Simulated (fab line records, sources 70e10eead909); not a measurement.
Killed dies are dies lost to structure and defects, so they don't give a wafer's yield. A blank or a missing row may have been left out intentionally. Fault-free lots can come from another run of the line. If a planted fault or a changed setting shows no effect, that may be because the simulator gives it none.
fab line records	flow nand_harc
record: lots: 12	wafers: 36	last_day: 33
route steps=1302 shown P_CONTACT@248 THIN_TSV@1265 END@1302
lots untouched by any fault: they come from a run of this same line in which no faults occurred
start_h: start of the lot's first displayed wafer, in hours after the record's first day	wait_h: time in hours since the lot's previous step	" identical to the entry in the row above	L1.1+2: a row that stands for several wafers	- no value, or no start given	* or withheld: withheld	< > ~ a bound
route shown NAME@n: NAME is a module with steps in the file, n the number in the route of the first one	usual: average and standard deviation across the fault-free wafers	same: alike in all rows	chamber/n: place in a boat	sites: the reading at each site	_std_site: their standard deviation	_edge_site: mean of outer sites minus mean of inner sites	radius_mm: how far each site lies from the wafer's centre	mask NAME#n: copy n	behind: the tool/chamber that last shaped the wafer	hold: cause of the lot's hold/its duration in hours/its outcome	device: transistor that didn't switch, given as n, p or np	end of line: at the end of the route, the tests of the same wafers	a step given without rows: its recipe and nothing more	killed: at the first sort, the dies lost to defects and structure; wafer yield is something else	map: per-die view of a wafer (x killed, . not killed, _ where there is no die)
set.NAME: setting as actually run; set.NAME@STEP: the setting as run at that earlier step	model.NAME: the simulator's own value behind a step, which no gauge read
route steps across a sampled set of lots; one table per step, one row per wafer
services: from which hour (start_h, from the record's first day; less than 0 if before it) a tool's chamber was out of use, for how many hours, and why
== steps ==
step: NHARC_P_CONTACT_CVD_23
recipe: target_thk_a: 2000	temp_c: 300	pressure_torr: 40	wf6_flow_sccm: 40	h2_flow_sccm: 1600	ar_flow_sccm: 1560	time_s: 557	material: W
usual: chamber_pressure_Torr: 39.99/0.088	heater_power_w: 445/39	throttle_valve_pct: 8.25/0.2
lot.wafer	tool	chamber	start_h	wait_h	chamber_pressure_Torr	heater_power_w	throttle_valve_pct
L295.1	cvd_w-02	0	125.43	-	40.03	455	8.25
L295.4	"	0	"	"	39.95	465	7.92
L295.6	"	0	"	"	39.88	461	8.22
L300.1	cvd_w-02	1	191.23	-	39.91	391	7.99
L300.2	"	0	"	"	40.08	449	8.28
L300.4	"	0	"	"	39.96	455	8.05
L301.1	cvd_w-02	0	191.76	-	39.91	466	8.37
L301.3	"	1	"	"	40.09	389	8.19
L301.5	"	0	"	"	39.93	452	8.50
L302.2	cvd_w-02	0	200.52	-	39.80	460	8.14
L302.4	"	0	"	"	39.85	469	8.00
L302.5	"	0	"	"	39.94	454	8.13
L304.1	cvd_w-01	0	216.04	-	39.93	427	8.18
L304.4	"	1	"	"	40.01	473	8.45
L304.6	"	1	"	"	40.17	481	8.21
L303.1	cvd_w-02	0	217.37	-	39.92	448	8.30
L303.2	"	1	"	"	39.85	396	8.08
L303.4	"	0	"	"	39.98	473	8.23
L305.1	cvd_w-02	1	235.01	-	40.00	380	8.09
L305.2	"	0	"	"	40.08	455	8.13
L305.5	"	0	"	"	40.01	477	8.29
L310.2	cvd_w-01	1	284.00	-	40.08	478	8.56
L310.5	"	0	"	"	39.82	419	8.42
L310.6	"	1	"	"	40.19	481	8.43
L313.4	cvd_w-01	0	307.64	-	40.05	428	8.43
L313.6	"	0	"	"	40.19	414	8.54
L313.5	"	1	"	"	40.06	495	8.25
L314.1	cvd_w-01	1	319.30	-	39.92	492	8.14
L314.3	"	1	"	"	39.91	487	8.54
L314.6	"	1	"	"	39.90	490	8.52
L315.3	cvd_w-02	1	323.58	-	40.01	401	8.22
L315.4	"	0	"	"	40.04	472	8.14
L315.5	"	0	"	"	40.05	467	8.28
L316.1	cvd_w-01	1	333.72	-	39.97	480	8.33
L316.4	"	1	"	"	40.03	489	8.26
L316.6	"	0	"	"	39.97	418	8.34
step: NHARC_THIN_TSV_STRIP_45
recipe: power_w: 1500	temp_c: 250	chemistry: O2
usual: drypump_motor_current_A: 5.3/0.45	heater_power_w: 348/8.4	temp_c: 250.03/0.17
lot.wafer	tool	chamber	start_h	wait_h	drypump_motor_current_A	heater_power_w	rf_hours_counter_h	temp_c
L295.1	plasma_asher-01	1	559.96	0.1	5.2	356	6	249.85
L295.4	"	1	"	"	5.2	353	-	250.05
L295.6	"	1	"	"	5.2	353	-	249.93
L301.1	plasma_asher-02	1	619.36	0.1	5.8	356	1	250.17
L301.3	"	0	"	"	5.7	347	-	250.09
L301.5	"	1	"	"	5.8	357	-	250.08
L300.1	plasma_asher-01	1	620.37	0.1	5.2	354	19	249.92
L300.2	"	0	"	"	4.7	355	19	249.94
L300.4	"	1	"	"	5.2	344	-	250.20
L302.2	plasma_asher-02	1	636.66	0.1	5.9	361	5	250.39
L302.4	"	0	"	"	5.7	350	-	250.39
L302.5	"	1	"	"	5.8	354	-	250.18
L303.1	plasma_asher-01	1	645.56	0.1	5.2	352	24	250.08
L303.2	"	0	"	"	4.7	359	24	249.75
L303.4	"	0	"	"	4.7	345	-	249.79
L304.1	plasma_asher-02	0	667.06	0.1	5.7	352	10	249.98
L304.4	"	1	"	"	5.9	358	-	250.09
L304.6	"	0	"	"	5.7	354	-	249.93
L305.1	plasma_asher-01	1	677.65	0.1	5.2	353	31	250.14
L305.2	"	0	"	"	4.7	358	31	250.24
L305.5	"	0	"	"	4.7	346	-	250.03
L310.2	plasma_asher-02	0	720.56	0.1	5.7	351	25	250.08
L310.6	"	0	"	"	5.7	353	-	250.03
L310.5	"	1	"	"	5.8	350	-	249.81
L315.3	plasma_asher-02	0	756.66	0.2	5.7	349	-	250.21
L315.4	"	1	"	"	5.8	358	-	249.94
L315.5	"	0	"	"	5.7	343	-	250.43
L314.1	plasma_asher-01	1	757.91	0.1	5.2	345	10	249.89
L314.3	"	1	"	"	5.2	338	-	249.87
L314.6	"	0	"	"	4.7	349	-	250.06
L313.4	plasma_asher-01	0	759.24	0.2	4.7	338	-	249.91
L313.6	"	1	"	"	5.2	348	-	249.94
L313.5	"	0	"	"	4.7	347	-	249.89
L316.1	plasma_asher-01	1	770.44	0.1	5.2	337	12	250.04
L316.4	"	1	"	"	5.2	340	-	250.14
L316.6	"	0	"	"	4.7	340	-	249.81
step: NHARC_THIN_TSV_DESCUM_35
recipe: time_s: 3	o2_flow_sccm: 200	ar_flow_sccm: 0	bias_power_w: 0	chemistry: O2
usual: drypump_motor_current_A: 5.8/0.59	oes_product_au: 0.996/0.01	rf_vpp_V: 57.8/0.86	showerhead_plenum_p_Torr: 1.91/0.086	throttle_valve_pct: 11.311/0.0082
lot.wafer	tool	chamber	start_h	wait_h	drypump_motor_current_A	oes_product_au	rf_hours_counter_h	rf_vpp_V	showerhead_plenum_p_Torr	throttle_valve_pct
L295.4	rie_diel-05	3	564.99	-	6.1	0.998	7.6	57.9	1.98	11.327
L295.1	"	1	"	"	6.0	1.002	6.6	57.5	1.85	11.314
L295.6	"	2	"	"	6.4	1.003	-	56.9	1.99	11.320
L301.1	rie_diel-05	0	624.39	-	6.0	0.988	1.0	58.5	1.93	11.308
L301.3	"	2	"	"	6.3	1.010	0.9	59.2	1.99	11.312
L301.5	"	3	"	"	6.2	1.006	-	58.9	1.98	11.317
L300.2	rie_diel-05	0	625.66	-	6.0	0.995	1.0	57.1	1.93	11.320
L300.1	"	1	"	"	6.0	1.001	0.8	58.0	1.85	11.321
L300.4	"	3	"	"	6.2	1.019	1.1	56.8	1.98	11.309
L302.2	rie_diel-05	1	641.69	-	6.0	0.991	1.1	57.8	1.85	11.318
L302.4	"	2	"	"	6.4	1.003	1.2	57.5	1.99	11.311
L302.5	"	0	"	"	6.0	0.995	-	59.1	1.93	11.304
L303.4	rie_diel-06	0	650.68	-	6.8	0.984	10.9	57.9	1.83	11.317
L303.1	"	1	"	"	6.2	0.991	9.7	58.0	1.78	11.313
L303.2	"	2	"	"	6.0	1.003	10.7	58.3	1.87	11.312
L304.1	rie_diel-05	2	672.07	-	6.4	1.006	2.9	58.0	1.99	11.312
L304.4	"	3	"	"	6.1	1.003	3.3	58.8	1.98	11.295
L304.6	"	2	"	"	6.4	1.009	-	59.3	1.98	11.318
L305.1	rie_diel-06	1	682.69	-	6.2	1.004	0.7	57.0	1.77	11.320
L305.2	"	2	"	"	6.0	1.014	1.1	57.6	1.87	11.316
L305.5	"	1	"	"	6.2	0.992	-	57.4	1.77	11.322
L310.2	rie_diel-05	1	725.48	-	6.0	0.992	4.5	56.2	1.85	11.312
L310.5	"	1	"	"	6.0	1.005	-	56.9	1.85	11.304
L310.6	"	2	"	"	6.4	1.017	-	59.5	1.98	11.310
L315.3	rie_diel-06	3	761.67	-	4.9	0.987	6.2	56.8	1.79	11.312
L315.4	"	1	"	"	6.3	1.000	6.4	57.5	1.77	11.303
L315.5	"	3	"	"	4.9	0.989	-	57.1	1.79	11.307
L314.1	rie_diel-01	2	762.96	-	5.9	0.993	1.6	58.1	2.05	11.319
L314.3	"	3	"	"	4.7	1.000	1.2	58.5	1.94	11.314
L314.6	"	2	"	"	5.9	0.995	-	57.6	2.05	11.300
L313.4	rie_diel-06	1	764.22	-	6.2	0.987	6.4	57.1	1.77	11.320
L313.5	"	1	"	"	6.2	1.004	-	57.1	1.77	11.312
L313.6	"	2	"	"	6.0	0.999	-	56.4	1.87	11.306
L316.1	rie_diel-01	2	775.50	-	5.9	1.003	2.1	58.2	2.05	11.308
L316.6	"	1	"	"	5.1	0.989	-	57.7	2.04	11.312
L316.4	"	2	"	"	5.9	0.999	-	56.9	2.05	11.327
step: NHARC_THIN_TSV_ETCH_36
recipe: target_depth_a: 650	over_etch_frac: 0.3	time_s: 18.571	ion_energy_ev: 150	chemistry: Cl2/BCl3
usual: drypump_motor_current_A: 5.7/0.54	oes_product_au: 0.996/0.0093
lot.wafer	tool	chamber	start_h	wait_h	drypump_motor_current_A	oes_product_au	rf_hours_counter_h
L295.1	rie_metal-02	0	565.37	0.2	5.2	1.000	1.8
L295.4	"	1	"	"	5.6	0.989	-
L295.6	"	0	"	"	5.2	1.005	-
L301.1	rie_metal-03	0	624.77	0.2	6.4	0.992	1.7
L301.3	"	0	"	"	6.5	0.992	-
L301.5	"	0	"	"	6.4	0.995	-
L300.1	rie_metal-01	0	626.05	0.2	5.0	0.981	1.0
L300.2	"	1	"	"	5.3	1.019	1.0
L300.4	"	1	"	"	5.3	1.013	-
L302.2	rie_metal-02	1	642.06	0.2	5.6	0.980	0.2
L302.4	"	0	"	"	5.2	0.995	-
L302.5	"	1	"	"	5.6	0.982	-
L303.1	rie_metal-02	1	651.06	0.2	5.6	0.982	0.4
L303.2	"	0	"	"	5.2	0.994	0.4
L303.4	"	0	"	"	5.2	0.977	-
L304.1	rie_metal-01	0	672.46	0.2	5.1	0.991	1.6
L304.4	"	0	"	"	5.1	0.995	-
L304.6	"	0	"	"	5.0	0.990	-
L305.2	rie_metal-03	1	683.08	0.2	6.3	0.989	2.9
L305.1	"	0	"	"	6.4	1.007	2.9
L305.5	"	1	"	"	6.4	0.991	-
L310.2	rie_metal-03	1	725.87	0.2	6.4	0.993	0.4
L310.6	"	0	"	"	6.4	0.999	-
L310.5	"	1	"	"	6.4	0.986	-
L315.3	rie_metal-01	1	762.07	0.2	5.3	1.010	-
L315.4	"	0	"	"	5.0	0.985	-
L315.5	"	1	"	"	5.3	1.003	-
L314.1	rie_metal-03	0	763.56	0.4	6.4	0.999	1.4
L314.3	"	0	"	"	6.4	1.002	-
L314.6	"	0	"	"	6.4	0.993	-
L313.4	rie_metal-02	0	764.84	0.2	5.2	0.994	-
L313.6	"	1	"	"	5.6	0.994	-
L313.5	"	0	"	"	5.2	1.003	-
L316.1	rie_metal-01	0	775.87	0.2	5.0	0.993	0.4
L316.4	"	0	"	"	5.0	0.996	-
L316.6	"	0	"	"	5.0	0.993	-
step: NHARC_END_SORT_01
recipe: temp_c: 25
usual: killed_at_array: 57/20	killed_at_other: 1.3/1.4	killed_at_periphery: 3.4/2.4	killed_dies: 61/19	killed_open: 2.9/1.8	killed_short: 2.5/1.6
same: gross_dies: 677
lot.wafer	tool	chamber	start_h	wait_h	killed_at_array	killed_at_other	killed_at_periphery	killed_dies	killed_open	killed_short
L305.1	prober-02	0	690.71	2.5	27	2	6	35	9	3
L305.2	prober-02	0	691.51	2.8	18	3	18	39	4	2
L305.5	prober-02	0	693.91	3.7	26	4	14	44	4	5
killed by level:class
L305.1 A_CONTACT:chamber_film_flake=8 A_M0:geometric_particle:open=4 A_CHANNEL_HOLE_D1:chamber_film_flake=4 P_GATE:chamber_film_flake=3 A_M1:geometric_particle:open=2 P_M2:chamber_film_flake=2 THIN_TSV:chamber_film_flake=2 P_CONTACT:geometric_particle:open=1
L305.2 P_CONTACT:unspecified=10 A_CONTACT:chamber_film_flake=7 A_CHANNEL_HOLE_D1:chamber_film_flake=4 P_GATE:chamber_film_flake=3 P_M2:chamber_film_flake=2 THIN_TSV:chamber_film_flake=2 P_CONTACT:geometric_particle:open=1 P_M0:geometric_particle:open=1
L305.5 P_CONTACT:unspecified=8 A_CHANNEL_HOLE_D1:chamber_film_flake=7 THIN_TSV:chamber_film_flake=4 P_M2:chamber_film_flake=3 A_CONTACT:chamber_film_flake=3 A_ONON_D1:geometric_particle:open=2 A_M0:geometric_particle:short=2 P_GATE:chamber_film_flake=2
== services ==
tool	chamber	start_h	hours	kind
plasma_asher-01	-	153.04	0.3	repair
plasma_asher-01	-	165.51	9.0	pm
rie_diel-05	1	168.02	8.7	repair
rie_diel-05	-	203.84	0.3	repair
rie_diel-05	-	229.60	9.0	pm
cvd_w-02	-	260.59	0.9	repair
cvd_w-02	-	269.00	13.0	pm
rie_diel-05	0	287.59	28.2	repair
rie_diel-05	3	308.68	3.8	repair
plasma_asher-01	-	311.92	1.4	repair
rie_diel-05	1	315.49	12.2	repair
rie_diel-05	1	340.21	2.9	repair
plasma_asher-01	-	342.51	9.0	pm
cvd_w-02	-	365.26	3.0	repair
rie_diel-05	-	406.60	9.0	pm
cvd_w-02	-	421.11	1.1	repair
cvd_w-02	-	450.33	13.0	pm
rie_diel-05	0	469.44	1.8	repair
cvd_w-02	-	487.13	0.2	repair
cvd_w-02	-	513.10	0.5	repair
plasma_asher-01	-	519.51	9.0	pm
cvd_w-02	-	631.33	13.0	pm
plasma_asher-01	-	696.72	9.0	pm
cvd_w-02	-	763.36	1.1	repair
== key ==
first_sign: step: NHARC_END_SORT_01	reading: killed_at_periphery	direction: up	sigmas: 5.3	usual: 3.4	struck: 16
effect none on later readings
met_at NHARC_P_CONTACT_CVD_23
struck_lots L305
struck_wafers L305.2,L305.5
tester_left_out L305
not_acting_at NHARC_THIN_TSV_STRIP_45,NHARC_THIN_TSV_DESCUM_35,NHARC_THIN_TSV_ETCH_36
onset_between 217.37 235.01
fault: kind: chamber_particle_source	tool: cvd_w-02	chamber: 0	onset_h: 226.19	steps: NHARC_P_CONTACT_CVD_23	rate_per_visit_cm2: 0.020031	end_h: 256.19
tester_left_out: of these lots the tester's yield and bins aren't shown, on N5 and GAA mostly nor the transistor test; their killed dies are dies lost to structure and defects alone, not to doping, threshold or leakage, so they don't give the yield
